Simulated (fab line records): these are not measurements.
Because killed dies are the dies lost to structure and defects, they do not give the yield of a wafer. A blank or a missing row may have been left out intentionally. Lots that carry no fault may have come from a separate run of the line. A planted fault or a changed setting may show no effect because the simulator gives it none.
Chamber matching | flow n5 finfet | rie diel-05 running N5_FIN_SAQP_ETCH_67: 4 sister chambers
The step etches SiNx in CH3F/O2, target depth 30 nm. 4 wafers are shown with their chamber, then 7 later ones without.

## WAFERS WITH THEIR CHAMBER
wafer  | chamber | showerhead plenum p Torr (Torr)
L083.4 | 0       | 1.97
L083.5 | 2       | 1.89
L086.1 | 3       | 2.08
L086.2 | 1       | 2.03

## WAFERS MISSING THEIR CHAMBER
wafer  | showerhead plenum p Torr (Torr)
L086.3 | 1.89
L092.2 | 2.07
L092.3 | 1.96
L092.5 | 2.03
L096.3 | 2.07
L096.4 | 2.07
L096.5 | 1.96

## WHICH CHAMBER EACH WENT THROUGH
wafer  | from the rows above | in truth
L086.3 | 2                   | 2
L092.2 | 3                   | 3
L092.3 | 0                   | 0
L092.5 | 1                   | 1
L096.3 | 3                   | 3
L096.4 | 3                   | 3
L096.5 | 0                   | 0
Placed correctly: 7 of 7. Left unplaced by these rows: 0. Number placed wrongly: 0.
How it was worked out, from the rows above alone: a wafer's distance from a chamber is the root of the sum, over the readings, of the square of ((its reading less the chamber's mean) divided by the reading's scatter). The wafer belongs to the nearest chamber; if the next one is less than 2 further off, it can't be placed. The mean given for a chamber averages the wafers shown for that chamber. The scatter: root of mean squared gap, hidden wafer to nearest shown wafer, with one shown wafer a chamber.
